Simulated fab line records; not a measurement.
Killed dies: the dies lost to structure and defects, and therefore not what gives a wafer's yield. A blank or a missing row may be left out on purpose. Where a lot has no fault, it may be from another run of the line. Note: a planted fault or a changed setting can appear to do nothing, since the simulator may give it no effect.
fab line records	flow nand-harc
record lots=10	wafers=30	last-day=34
route steps=1302 shown A_CONTACT@1085 END@1302
lots untouched by any fault: they come from a run of this same line in which no faults occurred
start-h: hours from the record's opening day to when the first of the lot's shown wafers began	wait-h: hours since the lot's step before	" same as the row above	L1.1+2: several wafers, shown together as one row	- no value, or no start was given	* or withheld: withheld	< > ~ a bound
route shown NAME@n: NAME is a module with steps in the file, n the number in the route of the first one	usual: mean/standard deviation of fault-free wafers	same: alike in all rows	chamber/n: place in a boat	sites: the reading at each site	_std_site: standard deviation of those values	_edge_site: outer sites' mean less inner sites'	radius-mm: how far each site lies from the wafer's centre	mask NAME#n: copy n	behind: the tool/chamber that last shaped the wafer	hold: what put the lot on hold/how long, in hours/how the hold closed	device: the transistor (n, p or np) that didn't switch	end of line: the tests these same wafers got at the end of their route	for a step that has no rows: nothing shown but its recipe	killed: count of dies lost to structure and defects at first sort (not the wafer's yield)	map: shows each die of a wafer: x if killed, . if not, _ if none is there
set.NAME: the setting as run; set.NAME@STEP: as run at that earlier step	model.NAME: the simulator's own value behind a step, which no gauge read
a sample of lots followed through the steps of the route, with each step as a table and each wafer as a row
services: from which hour (start-h, from the record's first day; less than 0 if before it) a tool's chamber was out of use, for how many hours, and why
## steps
# step NHARC_A_CONTACT_ETCH_31
# recipe target-depth-a=28000	over-etch-frac=0.3	time-s=728	ion-energy-ev=150	o2-flow-sccm=400	cos-flow-sccm=20	ar-flow-sccm=0	rf-w=500	bias-w=300	chemistry=O2/COS
# usual drypump-motor-current-A=6.1/0.4	oes-product-au=0.997/0.011	rf-vpp-V=314.3/2.2	run-length-s=749.5/0.37	showerhead-plenum-p-Torr=3.13/0.14	throttle-valve-pct=28.331/0.01
lot.wafer	tool	chamber	start-h	wait-h	drypump-motor-current-A	oes-product-au	rf-hours-counter-h	rf-vpp-V	run-length-s	showerhead-plenum-p-Torr	throttle-valve-pct
L586.1	rie-diel-01	0	-	-	5.3	1.009	42	312.2	750.2	3.00	28.343
L586.2	"	1	"	"	5.6	0.984	47	315.3	749.9	3.14	28.330
L586.5	"	3	"	"	6.2	0.997	-	312.3	749.2	2.95	28.342
L588.1	rie-diel-01	3	-	-	6.2	0.996	52	311.7	749.1	2.95	28.324
L588.4	"	0	"	"	5.3	1.019	47	312.0	749.3	3.00	28.327
L588.2	"	1	"	"	5.7	0.996	52	314.3	749.7	3.14	28.320
L589.2	rie-diel-06	3	-	-	5.9	1.008	16	316.9	748.9	3.31	28.329
L589.4	"	0	"	"	6.2	1.017	13	314.8	749.4	3.23	28.333
L589.5	"	2	"	"	5.3	1.007	-	316.8	749.9	3.33	28.321
L591.3	rie-diel-06	3	-	-	5.9	1.009	24	315.2	749.2	3.30	28.318
L591.2	"	0	"	"	6.2	1.006	21	316.7	749.6	3.22	28.331
L591.5	"	1	"	"	5.8	1.004	-	316.4	750.2	3.28	28.330
L592.4	rie-diel-04	1	-	-	6.6	0.997	6	316.9	749.9	3.35	28.345
L592.6	"	2	"	"	6.3	1.000	-	311.5	749.5	3.00	28.341
L592.5	"	3	"	"	6.4	0.994	-	313.8	749.4	3.14	28.338
L593.4	rie-diel-01	1	-	-	5.6	0.998	10	313.2	749.7	3.13	28.323
L593.6	"	1	"	"	5.7	0.989	-	314.6	749.8	3.13	28.328
L593.5	"	2	"	"	5.9	1.006	-	314.1	749.2	3.08	28.332
L597.4	rie-diel-06	2	-	-	5.3	0.999	42	316.0	750.0	3.31	28.327
L597.3	"	3	"	"	5.8	1.000	45	318.1	748.9	3.29	28.328
L597.1	"	0	"	"	6.2	1.018	42	315.1	749.7	3.21	28.340
L603.3	rie-diel-04	3	-	-	6.4	0.988	24	314.4	749.8	3.13	28.317
L603.2	"	0	"	"	5.8	0.983	22	313.4	749.1	3.00	28.345
L603.5	"	1	"	"	6.6	0.984	-	316.7	749.5	3.34	28.330
L606.4	rie-diel-06	1	-	-	5.8	0.990	10	316.3	749.3	3.26	28.333
L606.2	"	3	"	"	5.9	1.002	12	316.2	748.9	3.29	28.313
L606.5	"	1	"	"	5.8	0.982	-	315.8	749.5	3.26	28.329
L608.3	rie-diel-04	2	-	-	6.4	1.018	4	313.4	749.2	2.99	28.330
L608.1	"	3	"	"	6.5	0.994	6	314.2	749.5	3.13	28.346
L608.5	"	1	"	"	6.6	0.992	-	315.9	749.4	3.34	28.336
# step NHARC_A_CONTACT_ETCH_92
# recipe target-depth-a=400	over-etch-frac=0.5	time-s=85.7	ion-energy-ev=120	ch3f-flow-sccm=50	o2-flow-sccm=30	ar-flow-sccm=200	rf-w=500	bias-w=100	chemistry=CH3F/O2
# usual drypump-motor-current-A=6.1/0.39	oes-product-au=0.93/0.03	rf-vpp-V=244.3/1.7	run-length-s=107.2/0.36	showerhead-plenum-p-Torr=2.46/0.11	throttle-valve-pct=20.665/0.009
lot.wafer	tool	chamber	start-h	wait-h	drypump-motor-current-A	oes-product-au	rf-hours-counter-h	rf-vpp-V	run-length-s	showerhead-plenum-p-Torr	throttle-valve-pct
L586.1	rie-diel-01	2	524.37	0.5	6.0	0.93	52	242.5	106.5	2.43	20.668
L586.2	"	0	"	"	5.3	0.92	43	242.9	107.4	2.36	20.658
L586.5	"	3	"	"	6.2	0.92	-	241.8	107.0	2.32	20.668
L588.4	rie-diel-01	3	538.44	0.4	6.2	0.92	52	242.5	106.6	2.32	20.657
L588.2	"	0	"	"	5.3	0.92	47	242.4	107.5	2.36	20.658
L588.1	"	1	"	"	5.6	0.93	53	244.6	107.6	2.47	20.653
L589.4	rie-diel-01	1	548.07	0.4	5.7	0.93	59	244.8	107.6	2.47	20.659
L589.2	"	2	"	"	6.0	0.93	66	242.1	106.7	2.43	20.653
L589.5	"	2	"	"	6.0	0.92	-	244.2	106.7	2.43	20.667
L591.2	rie-diel-04	1	572.45	0.5	6.6	0.92	3	246.3	107.0	2.65	20.669
L591.3	"	3	"	"	6.5	0.93	4	246.0	107.3	2.47	20.666
L591.5	"	2	"	"	6.4	0.92	-	244.2	107.1	2.36	20.664
L592.4	rie-diel-04	3	589.92	0.4	6.5	0.93	7	243.9	107.5	2.47	20.661
L592.5	"	0	"	"	5.8	0.92	-	242.9	107.0	2.37	20.669
L592.6	"	1	"	"	6.6	0.92	-	247.9	107.3	2.64	20.665
L593.4	rie-diel-01	0	604.26	0.4	5.3	0.93	8	242.7	107.3	2.35	20.670
L593.5	"	2	"	"	6.0	0.91	-	244.7	106.6	2.42	20.661
L593.6	"	3	"	"	6.3	0.93	-	241.2	106.9	2.31	20.657
L597.4	rie-diel-04	0	645.27	0.4	5.8	0.90	16	243.4	107.5	2.36	20.672
L597.3	"	1	"	"	6.6	0.93	17	247.7	107.2	2.64	20.660
L597.1	"	2	"	"	6.3	0.93	18	242.6	107.0	2.36	20.662
L603.3	rie-diel-04	3	691.92	0.4	6.4	0.91	24	245.9	107.2	2.47	20.662
L603.2	"	0	"	"	5.8	0.91	22	242.7	106.8	2.36	20.682
L603.5	"	2	"	"	6.3	0.93	-	241.5	106.9	2.36	20.680
L606.2	rie-diel-04	0	718.94	0.5	5.8	0.99	0	242.4	107.2	2.36	20.665
L606.4	"	1	"	"	6.6	0.99	0	247.0	107.0	2.63	20.662
L606.5	"	0	"	"	5.8	0.99	-	242.5	107.2	2.36	20.654
L608.3	rie-diel-04	2	761.46	0.4	6.4	0.93	5	241.1	106.8	2.35	20.650
L608.1	"	3	"	"	6.4	0.93	6	244.5	107.7	2.46	20.672
L608.5	"	3	"	"	6.4	0.93	-	245.6	107.4	2.46	20.677
# step NHARC_A_CONTACT_ETCH_98
# recipe target-depth-a=200	over-etch-frac=0.5	time-s=10	ion-energy-ev=250	c4f6-flow-sccm=25	o2-flow-sccm=20	ar-flow-sccm=500	rf-w=600	bias-w=500	chemistry=C4F6/O2
# usual drypump-motor-current-A=6.1/0.39	oes-product-au=0.955/0.023	rf-vpp-V=547/3.4	run-length-s=31.17/0.29	showerhead-plenum-p-Torr=3.92/0.16	throttle-valve-pct=26.904/0.0092
lot.wafer	tool	chamber	start-h	wait-h	drypump-motor-current-A	oes-product-au	rf-hours-counter-h	rf-vpp-V	run-length-s	showerhead-plenum-p-Torr	throttle-valve-pct
L586.2	rie-diel-01	2	-	-	6.0	0.953	52	546	30.74	3.89	26.907
L586.1	"	3	"	"	6.2	0.947	47	541	30.64	3.72	26.898
L586.5	"	2	"	"	6.0	0.950	-	545	30.69	3.89	26.896
L588.2	rie-diel-01	0	-	-	5.4	0.969	47	543	31.36	3.78	26.899
L588.1	"	1	"	"	5.7	0.955	53	546	31.21	3.95	26.913
L588.4	"	2	"	"	6.0	0.978	58	545	30.56	3.88	26.906
L589.4	rie-diel-01	3	-	-	6.3	0.941	59	542	31.39	3.71	26.910
L589.2	"	1	"	"	5.6	0.961	59	546	31.89	3.94	26.909
L589.5	"	3	"	"	6.2	0.946	-	541	30.88	3.71	26.902
L591.3	rie-diel-04	0	-	-	5.8	0.934	3	543	31.11	3.79	26.900
L591.2	"	1	"	"	6.6	0.953	4	552	31.16	4.20	26.889
L591.5	"	0	"	"	5.8	0.932	-	545	31.04	3.79	26.912
L592.4	rie-diel-04	2	-	-	6.4	0.939	7	544	30.93	3.78	26.903
L592.6	"	1	"	"	6.6	0.950	-	554	31.70	4.20	26.907
L592.5	"	2	"	"	6.4	0.940	-	544	30.98	3.78	26.913
L593.4	rie-diel-01	2	-	-	6.0	0.952	11	546	30.93	3.87	26.893
L593.5	"	2	"	"	6.0	0.951	-	545	31.03	3.87	26.909
L593.6	"	3	"	"	6.2	0.969	-	542	30.64	3.70	26.917
L597.1	rie-diel-04	1	-	-	6.6	0.933	17	552	31.65	4.19	26.897
L597.4	"	2	"	"	6.4	0.947	18	543	31.12	3.77	26.920
L597.3	"	3	"	"	6.4	0.926	18	547	31.18	3.94	26.919
L603.2	rie-diel-04	0	-	-	5.8	0.931	22	543	31.07	3.78	26.899
L603.3	"	1	"	"	6.6	0.931	24	552	31.44	4.19	26.894
L603.5	"	3	"	"	6.4	0.949	-	546	31.37	3.93	26.901
L606.4	rie-diel-04	2	-	-	6.3	1.004	0	544	31.18	3.77	26.901
L606.2	"	0	"	"	5.8	0.981	0	543	30.87	3.78	26.915
L606.5	"	2	"	"	6.4	1.014	-	543	31.02	3.77	26.902
L608.3	rie-diel-04	2	-	-	6.4	0.965	5	542	31.33	3.77	26.909
L608.1	"	1	"	"	6.7	0.935	5	552	31.31	4.18	26.923
L608.5	"	2	"	"	6.4	0.962	-	544	30.88	3.76	26.895
# step NHARC_A_CONTACT_ETCH_110
# recipe target-depth-a=600	overetch-a=60	time-s=33	ion-energy-ev=100	cf4-flow-sccm=80	o2-flow-sccm=20	ar-flow-sccm=0	rf-w=300	bias-w=100	chemistry=CF4/O2
# usual drypump-motor-current-A=6.1/0.38	oes_o_777_au=1.000/0.004	oes-product-au=0.996/0.011	rf-vpp-V=197.6/1.5	run-length-s=54.5/0.33	showerhead-plenum-p-Torr=1.33/0.06	throttle-valve-pct=13.398/0.0085
lot.wafer	tool	chamber	start-h	wait-h	drypump-motor-current-A	oes_o_777_au	oes-product-au	rf-hours-counter-h	rf-vpp-V	run-length-s	showerhead-plenum-p-Torr	throttle-valve-pct
L586.2	rie-diel-04	3	524.90	0.1	6.4	1.002	1.008	35	198.9	55.0	1.34	13.403
L586.1	"	1	"	"	6.6	0.999	1.008	33	201.2	54.3	1.44	13.377
L586.5	"	3	"	"	6.4	0.995	1.019	-	199.1	54.4	1.34	13.393
L588.2	rie-diel-06	0	539.00	0.0	6.3	0.993	1.004	9	199.0	54.9	1.38	13.397
L588.4	"	1	"	"	5.8	0.999	0.993	8	198.3	54.3	1.41	13.390
L588.1	"	2	"	"	5.3	0.998	0.993	10	198.4	55.0	1.43	13.394
L589.2	rie-diel-01	0	549.00	0.0	5.4	1.002	1.001	52	194.2	54.3	1.28	13.393
L589.4	"	2	"	"	6.0	0.997	0.996	66	197.2	53.9	1.32	13.411
L589.5	"	1	"	"	5.6	1.001	0.994	-	197.3	54.6	1.34	13.410
L591.3	rie-diel-04	3	572.96	0.0	6.4	0.999	1.006	4	196.9	54.8	1.34	13.400
L591.2	"	1	"	"	6.6	1.002	0.983	4	201.2	54.4	1.44	13.399
L591.5	"	0	"	"	5.8	0.994	0.998	-	197.3	54.4	1.29	13.401
L592.4	rie-diel-04	2	590.39	0.1	6.3	1.002	1.005	7	195.5	54.6	1.28	13.403
L592.5	"	1	"	"	6.6	0.999	0.994	-	200.2	54.4	1.44	13.387
L592.6	"	2	"	"	6.4	1.003	0.995	-	196.7	54.3	1.28	13.392
L593.4	rie-diel-04	3	604.74	0.1	6.4	0.997	1.009	9	197.5	54.4	1.34	13.401
L593.5	"	3	"	"	6.4	0.988	1.004	-	199.0	54.6	1.34	13.388
L593.6	"	0	"	"	5.8	1.005	0.991	-	196.4	54.5	1.28	13.409
L597.4	rie-diel-01	2	645.78	0.0	6.0	1.004	0.995	23	197.3	54.1	1.31	13.403
L597.1	"	3	"	"	6.2	0.999	0.991	20	195.9	54.3	1.25	13.402
L597.3	"	0	"	"	5.4	1.005	0.989	21	196.4	55.1	1.27	13.390
L603.2	rie-diel-04	3	692.42	0.1	6.5	0.997	0.995	24	198.6	54.5	1.34	13.388
L603.3	"	0	"	"	5.8	1.008	0.982	22	197.8	51.6	1.28	13.401
L603.5	"	1	"	"	6.6	1.000	0.994	-	200.1	54.7	1.43	13.408
L606.4	rie-diel-01	1	719.44	0.1	5.7	1.002	0.973	53	196.0	54.9	1.33	13.402
L606.2	"	3	"	"	6.2	1.004	0.988	44	195.7	53.9	1.25	13.399
L606.5	"	1	"	"	5.7	0.998	0.978	-	196.0	54.8	1.33	13.396
L608.3	rie-diel-04	3	761.97	0.0	6.4	1.001	1.012	6	198.8	54.7	1.34	13.395
L608.1	"	0	"	"	5.8	1.002	0.982	6	196.6	54.3	1.28	13.399
L608.5	"	3	"	"	6.4	1.002	0.998	-	198.0	54.7	1.34	13.402
# step NHARC_END_SORT_01
# recipe temp-c=25
# usual killed-at-array=55/15	killed-at-other=1.0/1.2	killed-at-periphery=3.4/2.2	killed-dies=59/15	killed-open=3.2/2	killed-short=2.5/1.7
# same gross-dies=677
lot.wafer	tool	chamber	start-h	wait-h	killed-at-array	killed-at-other	killed-at-periphery	killed-dies	killed-open	killed-short
L588.1	prober-01	0	584.69	2.5	23	0	4	27	0	0
L588.2	prober-01	0	585.49	2.8	58	0	5	63	5	1
L588.4	prober-01	0	587.10	3.4	51	0	3	54	7	1
L589.2	prober-02	0	600.13	2.8	53	0	3	56	1	2
L589.4	prober-02	0	601.68	3.3	57	0	1	58	2	2
L589.5	prober-02	0	602.46	3.6	43	1	4	48	1	1
L591.2	prober-02	0	620.29	2.8	76	0	1	77	2	3
L591.3	prober-02	0	621.09	3.1	54	1	2	57	5	3
L591.5	prober-02	0	622.68	3.7	63	0	4	67	4	2
L593.4	prober-01	0	656.87	3.4	84	0	2	86	3	4
L593.5	prober-01	0	657.67	3.7	69	0	1	70	4	3
L593.6	prober-01	0	658.46	4.0	75	1	2	78	4	2
L603.2	prober-01	0	739.08	2.8	63	0	1	64	5	5
L603.3	prober-01	0	739.88	3.1	174	1	5	180	1	6
L603.5	prober-01	0	741.48	3.7	54	1	4	59	0	2
# killed by level:class
L588.1 A_CHANNEL_HOLE_D2:chamber-film-flake=19 P_M2:chamber-film-flake=3 A_CONTACT:chamber-film-flake=2 P_STI:chamber-film-flake=1 A_DECK1_JOINT:chamber-film-flake=1 A_STAIRCASE:chamber-film-flake=1
L588.2 A_CHANNEL_HOLE_D2:chamber-film-flake=45 P_M2:chamber-film-flake=4 A_ZERO_WELL:chamber-film-flake=2 A_CHANNEL_HOLE_D1:chamber-film-flake=2 A_STAIRCASE:chamber-film-flake=2 P_M0:geometric-particle:open=1 A_ONON_D1:geometric-particle:short=1 A_ONON_D1:geometric-particle:open=1
L588.4 A_CHANNEL_HOLE_D2:chamber-film-flake=38 A_CHANNEL_FILL_D1:geometric-particle:open=3 P_M2:chamber-film-flake=3 A_CONTACT:chamber-film-flake=3 A_BLC:geometric-particle:open=2 A_CHANNEL_HOLE_D1:geometric-particle:short=1 A_ONON_D2:geometric-particle:open=1 A_CONTACT:geometric-particle:open=1
L589.2 A_SLIT:chamber-film-flake=30 A_CONTACT:chamber-film-flake=9 A_CHANNEL_HOLE_D2:chamber-film-flake=5 A_CHANNEL_HOLE_D1:chamber-film-flake=4 A_STAIRCASE:chamber-film-flake=3 P_STI:chamber-film-flake=2 P_M0:geometric-particle:short=1 A_WL_FILL:geometric-particle:short=1
L589.4 A_SLIT:chamber-film-flake=31 A_CHANNEL_HOLE_D2:chamber-film-flake=9 A_CONTACT:chamber-film-flake=8 A_DECK1_JOINT:chamber-film-flake=2 A_STAIRCASE:chamber-film-flake=2 A_DECK1_JOINT:geometric-particle:short=1 A_WL_FILL:geometric-particle:short=1 A_CONTACT:geometric-particle:open=1
L589.5 A_SLIT:chamber-film-flake=29 A_CHANNEL_HOLE_D2:chamber-film-flake=7 P_STI:chamber-film-flake=3 A_CONTACT:chamber-film-flake=3 A_CHANNEL_HOLE_D1:chamber-film-flake=2 P_M0:geometric-particle:short=1 A_CHANNEL_FILL_D1:geometric-particle:open=1 A_STAIRCASE:chamber-film-flake=1
L591.2 A_SLIT:chamber-film-flake=33 A_CHANNEL_HOLE_D2:chamber-film-flake=19 A_CHANNEL_HOLE_D1:chamber-film-flake=10 A_CONTACT:chamber-film-flake=4 A_WL_FILL:chamber-film-flake=3 A_STAIRCASE:chamber-film-flake=2 P_M2:geometric-particle:short=1 A_SOURCE_PLATE:geometric-particle:open=1
L591.3 A_SLIT:chamber-film-flake=26 A_CHANNEL_HOLE_D2:chamber-film-flake=12 A_CHANNEL_HOLE_D1:chamber-film-flake=4 A_CONTACT:chamber-film-flake=4 A_ONON_D1:geometric-particle:short=2 A_STAIRCASE:chamber-film-flake=2 P_M0:geometric-particle:open=1 P_M0:geometric-particle:short=1
L591.5 A_SLIT:chamber-film-flake=33 A_CHANNEL_HOLE_D2:chamber-film-flake=16 A_CHANNEL_HOLE_D1:chamber-film-flake=5 A_STAIRCASE:chamber-film-flake=4 A_WL_FILL:chamber-film-flake=3 P_GATE:geometric-particle:open=2 P_CONTACT:geometric-particle:open=1 P_M0:geometric-particle:open=1
L593.4 A_CHANNEL_HOLE_D1:chamber-film-flake=33 A_SLIT:chamber-film-flake=30 A_CHANNEL_HOLE_D2:chamber-film-flake=12 A_CHANNEL_HOLE_D2:geometric-particle:short=2 A_STAIRCASE:chamber-film-flake=2 P_M0:geometric-particle:short=1 P_M1:geometric-particle:open=1 A_CHANNEL_FILL_D1:geometric-particle:open=1
L593.5 A_SLIT:chamber-film-flake=32 A_CHANNEL_HOLE_D1:chamber-film-flake=13 A_CHANNEL_HOLE_D2:chamber-film-flake=11 A_DECK1_JOINT:chamber-film-flake=2 A_WL_FILL:chamber-film-flake=2 A_ONON_D1:geometric-particle:short=1 A_ONON_D1:geometric-particle:open=1 A_CHANNEL_FILL_D1:geometric-particle:short=1
L593.6 A_CHANNEL_HOLE_D1:chamber-film-flake=32 A_SLIT:chamber-film-flake=28 A_CHANNEL_HOLE_D2:chamber-film-flake=5 A_STAIRCASE:chamber-film-flake=2 A_CONTACT:chamber-film-flake=2 P_GATE:geometric-particle:open=1 A_CHANNEL_FILL_D1:geometric-particle:short=1 A_DECK1_JOINT:geometric-particle:open=1
L603.2 A_CHANNEL_HOLE_D2:chamber-film-flake=20 A_CONTACT:chamber-film-flake=12 A_CHANNEL_HOLE_D1:chamber-film-flake=10 A_SLIT:chamber-film-flake=8 A_CHANNEL_FILL_D1:chamber-film-flake=3 A_M0:geometric-particle:open=2 P_M0:geometric-particle:open=1 A_ONON_D1:geometric-particle:short=1
L603.3 A_CONTACT:area-etch=123 A_CHANNEL_HOLE_D2:chamber-film-flake=18 A_CHANNEL_HOLE_D1:chamber-film-flake=12 A_CONTACT:chamber-film-flake=7 P_M1:chamber-film-flake=3 A_SLIT:chamber-film-flake=3 A_WL_FILL:chamber-film-flake=3 A_M1:geometric-particle:short=2
L603.5 A_CHANNEL_HOLE_D2:chamber-film-flake=24 A_CHANNEL_HOLE_D1:chamber-film-flake=14 A_CONTACT:chamber-film-flake=9 A_SLIT:chamber-film-flake=4 P_M1:chamber-film-flake=2 A_WL_FILL:chamber-film-flake=2 P_STI:geometric-particle:short=1 STARTING-WAFER:geometric-particle:short=1
## services
tool	chamber	start-h	hours	kind
rie-diel-04	0	510.92	-	clean
rie-diel-04	1	510.92	-	clean
rie-diel-04	2	510.92	-	clean
rie-diel-04	3	510.92	-	clean
rie-diel-04	-	531.90	9.0	pm
rie-diel-04	0	531.90	9.0	vent-cycle
rie-diel-04	1	531.90	9.0	vent-cycle
rie-diel-04	2	531.90	9.0	vent-cycle
rie-diel-04	3	531.90	9.0	vent-cycle
rie-diel-04	0	540.90	-	clean
rie-diel-04	1	540.90	-	clean
rie-diel-04	2	540.90	-	clean
rie-diel-04	3	540.90	-	clean
rie-diel-04	3	540.90	-	consumable-replace:focus-ring
rie-diel-01	-	560.43	9.0	pm
rie-diel-04	-	564.49	1.0	repair
rie-diel-06	0	602.28	4.5	repair
rie-diel-04	0	614.54	6.1	repair
rie-diel-06	-	670.45	9.0	pm
rie-diel-06	1	692.68	4.5	repair
rie-diel-01	0	695.30	22.5	repair
rie-diel-01	-	703.86	0.4	repair
rie-diel-04	-	709.17	9.0	pm
rie-diel-01	-	737.43	9.0	pm
## key
first-sign step=NHARC_A_CONTACT_ETCH_110	reading=run-length-s	direction=down	sigmas=8.8	usual=*	struck=*
effect step=NHARC_END_SORT_01	reading=killed-dies	direction=up	sigmas=8.2	usual=59	struck=180
more-kills-born-at NHARC_A_CONTACT_ETCH_110@rie-diel-04=123
met-at NHARC_A_CONTACT_ETCH_110
struck-lots L603
struck-wafers L603.3
tester-left-out L603
not-acting-at NHARC_A_CONTACT_ETCH_31,NHARC_A_CONTACT_ETCH_92,NHARC_A_CONTACT_ETCH_98
onset-between 604.74 692.42
fault kind=process-parameter-drift	tool=rie-diel-04	chamber=0	onset-h=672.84	steps=NHARC_A_CONTACT_ETCH_110	channel=time-s	offset=*	shape=step	end-h=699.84	acts-in=*	stated=*
# tester-left-out: of these lots the tester's yield and bins aren't shown, on N5 and GAA mostly nor the transistor test; their killed dies are dies lost to structure and defects alone, not to doping, threshold or leakage, so they don't give the yield
